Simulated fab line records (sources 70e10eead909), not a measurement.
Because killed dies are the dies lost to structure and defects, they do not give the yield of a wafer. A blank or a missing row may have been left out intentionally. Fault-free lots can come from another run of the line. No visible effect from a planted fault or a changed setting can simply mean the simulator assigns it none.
Struck lot and sound lot, side by side | flow nand harc | 39 out of 1302 route steps
Sound: the wafers L985.1, L985.4, L985.5. Wafers L992.1, L992.3, L992.6 were the ones struck. The cause is given at the end.
Per side, at each step with rows, come the tool, then ch with its chambers, and then its first start. Under that, the readings that differ: sound wafers | struck wafers | difference of the means | sigmas: that difference in standard deviations of wafers without a fault.
alike: same words and numbers on both sides, and readings whose means sit less than 2 such deviations apart. not compared: any withheld reading, any reading some wafer has no value for, any bound like >300 that may hide the same value, and any number with overlapping values for which the record gives no deviation.
A row with sigmas, a row that says differs or no value, or rows on one side alone: a step with any of these is where the two part. Numbers that don't overlap but have no deviation are shown without sigmas and don't part them. A reading that every wafer of one side lacks parts them only if that side has two wafers or more.

first, 4 steps without rows for these wafers: NHARC_A_STAIRCASE_EXPOSE_265 (exposes mask CHOP 200); NHARC_A_STAIRCASE_PEB_266 (peb time 130 s); NHARC_A_STAIRCASE_DEVELOP_267 (time 140 s); NHARC_A_STAIRCASE_HARDBAKE_269 (time 140 s).
NHARC_A_STAIRCASE_DESCUM_270: chemistry O2, time 3 s.
  sound on rie diel-11 ch 0,1, day 21 01:39; struck on rie diel-11 ch 2,3, day 23 05:04
  alike: drypump motor current A, oes product au, rf vpp V, showerhead plenum p Torr, throttle valve pct
  not compared: rf hours counter h
then, 1 step without rows for these wafers: NHARC_A_STAIRCASE_ETCH_271 (etches the open film in CF4/CHF3).
NHARC_A_STAIRCASE_HM_OPEN_457: chemistry O2/COS.
  sound on rie diel-11 ch 1,3; struck on rie diel-11 ch 0,3
  alike: drypump motor current A, oes product au, rf fwd power W, rf vpp V, showerhead plenum p Torr, throttle valve pct
  not compared: rf hours counter h
then, 1 step without rows for these wafers: NHARC_A_STAIRCASE_STRIP_458 (strips in O2/COS).
NHARC_A_STAIRCASE_ETCH_451: etches the open film in CF4/O2, target depth 30 nm, overetch 3 nm, time 16.5 s.
  sound on rie diel-11 ch 0,1,3; struck on rie diel-11 ch 2,3
  alike: drypump motor current A, oes product au, rf fwd power W, rf vpp V, showerhead plenum p Torr, throttle valve pct
  not compared: rf hours counter h
NHARC_A_STAIRCASE_ETCH_273: etches the open film in C4F8/O2/Ar, target depth 10200 nm, time 2468.6 s.
  sound on rie diel-11 ch 0,1; struck on rie diel-11 ch 0,2,3
  alike: oes product au, rf fwd power W, rf vpp V
  not compared: rf hours counter h
then, 1 step without rows for these wafers: NHARC_A_STAIRCASE_STRIP_274 (strips in O2).
NHARC_A_STAIRCASE_STRIP_275: strips in SPM, time 900 s.
  sound on wet bench-06 ch 0,2,7, day 21 04:43; struck on wet bench-06 ch 0,1,5, day 23 07:35
  alike: bath guard temp C
then, 19 steps without rows for these wafers: NHARC_A_STAIRCASE_PRECLEAN_276 (cleans in SC1); NHARC_A_STAIRCASE_SRD_277; NHARC_A_STAIRCASE_HM_DEP_459 (deposits aC, target thk 1500 nm); NHARC_A_STAIRCASE_DEP_280 (deposits SiON, target thk 30 nm); NHARC_A_STAIRCASE_DEHYDRATE_281 (time 120 s); NHARC_A_STAIRCASE_HMDS_282 (time 30 s); NHARC_A_STAIRCASE_COAT_283; NHARC_A_STAIRCASE_SOFTBAKE_284 (time 170 s); NHARC_A_STAIRCASE_EBR_285; NHARC_A_STAIRCASE_EXPOSE_286 (exposes mask CHOP 100); NHARC_A_STAIRCASE_PEB_287 (peb time 130 s); NHARC_A_STAIRCASE_DEVELOP_288 (time 140 s); NHARC_A_STAIRCASE_HARDBAKE_290 (time 140 s); NHARC_A_STAIRCASE_DESCUM_291 (chemistry O2, time 3 s); NHARC_A_STAIRCASE_ETCH_292 (etches the open film in CF4/CHF3); NHARC_A_STAIRCASE_HM_OPEN_460 (chemistry O2/COS); NHARC_A_STAIRCASE_STRIP_461 (strips in O2/COS); NHARC_A_STAIRCASE_ETCH_452 (etches the open film in CF4/O2, target depth 30 nm, overetch 3 nm, time 16.5 s); NHARC_A_STAIRCASE_ETCH_294 (etches the open film in C4F8/O2/Ar, target depth 4989 nm, time 1211.6 s).
NHARC_A_STAIRCASE_STRIP_295: strips in O2.
  sound on rie diel-08 ch 1,2,3; struck on rie diel-08 ch 0,2,3
  reading               | sound             | struck            | difference | sigmas
  oes product au (a.u.) | 0.989 0.994 0.993 | 1.012 1.008 1.004 | +0.016     | +2
  alike: drypump motor current A, rf vpp V, showerhead plenum p Torr, throttle valve pct
  not compared: rf hours counter h
then, 6 steps without rows for these wafers: NHARC_A_STAIRCASE_STRIP_296 (strips in SPM, time 900 s); NHARC_A_STAIRCASE_PRECLEAN_297 (cleans in SC1); NHARC_A_STAIRCASE_SRD_298; NHARC_A_STAIRCASE_HM_DEP_462 (deposits aC, target thk 800 nm); NHARC_A_STAIRCASE_DEP_301 (deposits SiON, target thk 30 nm); NHARC_A_STAIRCASE_DEHYDRATE_302 (time 120 s).
-- break in the record here, with 8 days between the starts of the struck wafers on either side (left off in module A_STAIRCASE, picked up again in module END, where the first step shown is number 1302 on the route) --
NHARC_END_SORT_01:
  sound on prober-01 ch 0, day 28 19:44; struck on prober-01 ch 0, day 31 00:20
  reading         | sound    | struck      | difference | sigmas
  killed at array | 16 20 17 | 101 101 132 | +94        | +6
  killed dies     | 19 26 20 | 109 103 138 | +95        | +6
  alike: killed at other, killed at periphery, killed open, killed short

== WHERE THEY PART ==
At NHARC_A_STAIRCASE_STRIP_295 first; at NHARC_END_SORT_01 last (within this record only).

WHY: what the simulator had put in
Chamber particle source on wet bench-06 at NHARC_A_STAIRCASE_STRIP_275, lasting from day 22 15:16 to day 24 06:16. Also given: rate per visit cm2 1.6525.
